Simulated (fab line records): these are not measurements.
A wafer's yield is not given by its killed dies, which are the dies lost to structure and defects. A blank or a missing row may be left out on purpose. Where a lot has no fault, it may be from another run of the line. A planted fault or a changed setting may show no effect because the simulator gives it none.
Split-lot study :: flow n5 finfet :: 7 lots, 21 wafers read, on a route of 1938 steps

## ABOUT THE SPLIT
At N5_SD_EPI_N_PEB_07 (peb time 60 s), the setting peb temp c was moved away from the recipe's 110 C on 6 of the 21 wafers read, by -2.8% to +3.3%. For the rest of the wafers, this setting stayed at what the recipe calls for.

## FROM THE SPLIT TO THE READING: what the file shows between them, 1 step
- N5_SD_EPI_N_DEVELOP_08: develop time 30 s

## THE READING
cd nm at N5_SD_EPI_N_CD_MEAS_09, given in nm (cd target 120 nm). Fault-free wafers of this fab line usually give 120.0 nm, standard deviation 0.61 nm.

wafer: L075.1
tool, chamber at the split: litho track-04, 0
peb temp c as run, C: 107.6
against the recipe: -2.2%
cd nm, nm: 114.2
against lot-mates on the recipe: -7.1

wafer: L075.2
tool, chamber at the split: litho track-04, 0
peb temp c as run, C: 107.6
against the recipe: -2.2%
cd nm, nm: 113.8
against lot-mates on the recipe: -7.5

wafer: L075.4
tool, chamber at the split: litho track-04, 0
peb temp c as run, C: 110
against the recipe: recipe
cd nm, nm: 121.3
against lot-mates on the recipe: -

wafer: L078.2
tool, chamber at the split: litho track-01, 0
peb temp c as run, C: 110
against the recipe: recipe
cd nm, nm: 120.5
against lot-mates on the recipe: -

wafer: L078.5
tool, chamber at the split: litho track-01, 0
peb temp c as run, C: 110
against the recipe: recipe
cd nm, nm: 119.8
against lot-mates on the recipe: -

wafer: L078.6
tool, chamber at the split: litho track-01, 0
peb temp c as run, C: 110
against the recipe: recipe
cd nm, nm: 119.8
against lot-mates on the recipe: -

wafer: L079.1
tool, chamber at the split: litho track-01, 0
peb temp c as run, C: 110
against the recipe: recipe
cd nm, nm: 119.5
against lot-mates on the recipe: -

wafer: L079.3
tool, chamber at the split: litho track-01, 0
peb temp c as run, C: 113.3
against the recipe: +3.0%
cd nm, nm: 127.3
against lot-mates on the recipe: +8.1

wafer: L079.4
tool, chamber at the split: litho track-01, 0
peb temp c as run, C: 110
against the recipe: recipe
cd nm, nm: 118.8
against lot-mates on the recipe: -

wafer: L080.2
tool, chamber at the split: litho track-03, 0
peb temp c as run, C: 113.6
against the recipe: +3.3%
cd nm, nm: 127.9
against lot-mates on the recipe: +7.5

wafer: L080.3
tool, chamber at the split: litho track-03, 0
peb temp c as run, C: 113.6
against the recipe: +3.3%
cd nm, nm: 128.5
against lot-mates on the recipe: +8.1

wafer: L080.5
tool, chamber at the split: litho track-03, 0
peb temp c as run, C: 110
against the recipe: recipe
cd nm, nm: 120.4
against lot-mates on the recipe: -

wafer: L082.3
tool, chamber at the split: litho track-01, 0
peb temp c as run, C: 110
against the recipe: recipe
cd nm, nm: 118.9
against lot-mates on the recipe: -

wafer: L082.4
tool, chamber at the split: litho track-01, 0
peb temp c as run, C: 110
against the recipe: recipe
cd nm, nm: 119.3
against lot-mates on the recipe: -

wafer: L082.5
tool, chamber at the split: litho track-01, 0
peb temp c as run, C: 110
against the recipe: recipe
cd nm, nm: 119.0
against lot-mates on the recipe: -

wafer: L088.1
tool, chamber at the split: litho track-03, 0
peb temp c as run, C: 110
against the recipe: recipe
cd nm, nm: 119.9
against lot-mates on the recipe: -

wafer: L088.5
tool, chamber at the split: litho track-03, 0
peb temp c as run, C: 106.9
against the recipe: -2.8%
cd nm, nm: 112.0
against lot-mates on the recipe: -8.0

wafer: L088.6
tool, chamber at the split: litho track-03, 0
peb temp c as run, C: 110
against the recipe: recipe
cd nm, nm: 120.1
against lot-mates on the recipe: -

wafer: L089.1
tool, chamber at the split: litho track-03, 0
peb temp c as run, C: 110
against the recipe: recipe
cd nm, nm: 120.5
against lot-mates on the recipe: -

wafer: L089.4
tool, chamber at the split: litho track-03, 0
peb temp c as run, C: 110
against the recipe: recipe
cd nm, nm: 118.9
against lot-mates on the recipe: -

wafer: L089.6
tool, chamber at the split: litho track-03, 0
peb temp c as run, C: 110
against the recipe: recipe
cd nm, nm: 120.1
against lot-mates on the recipe: -

FIT RESULTS
A straight line over all 21 wafers: cd nm changes by +2.61 nm for each +1% of peb temp c; r = +0.99; the points scatter about the line by 0.65 nm.
The same after taking each lot's own level away (the mean of its wafers on the recipe; 21 wafers): +2.73 nm for each +1%; r = +0.99; scatter 0.62 nm.
The reading moves by 8.9 nm for the largest change in peb temp c, on that fit.
Across the lots, their own levels run from 119.07 to 121.30 nm, a range of 3.7 times the standard deviation given above.
Consequently the slope shifts little with the lot-to-lot level, the two slopes agreeing.
Check: for one of the wafers moved furthest among these (+3.3%), held out of the fit, the line's prediction against its lot-mates is +9.07 nm. Against them it came out at +7.5 nm.

## THE WHOLE CHAIN: every reading that the file lists as answering this split, in the file's order
step: N5_SD_EPI_N_CD_MEAS_09
what it does: target cd 120 nm
reading: cd nm
change (the file's fit): +2.73 nm for each +1% of the setting
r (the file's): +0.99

step: N5_SD_EPI_N_DESCUM_14
what it does: chemistry O2, time 7.9 s
reading: SD_EPI_N.cd nm (the simulator's own value, which no gauge read)
change (the file's fit): +2.82 nm for each +1% of the setting
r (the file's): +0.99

step: N5_SD_EPI_N_ETCH_35
what it does: etches SOC in N2/H2, overetch 108 nm, time 486 s
reading: SD_EPI_N.cd nm (the simulator's own value, which no gauge read)
change (the file's fit): +2.93 nm for each +1% of the setting
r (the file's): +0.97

step: N5_SD_EPI_N_ETCHBACK_44
what it does: etches SiNx in CH3F/O2, stops on SiO2, target depth 14.5 nm
reading: SD_EPI_N.cd nm (the simulator's own value, which no gauge read)
change (the file's fit): +2.95 nm for each +1% of the setting
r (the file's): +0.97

## THE FILE'S OWN FIT
cd nm changes by +2.73 nm for each +1% of peb temp c, r = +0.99.
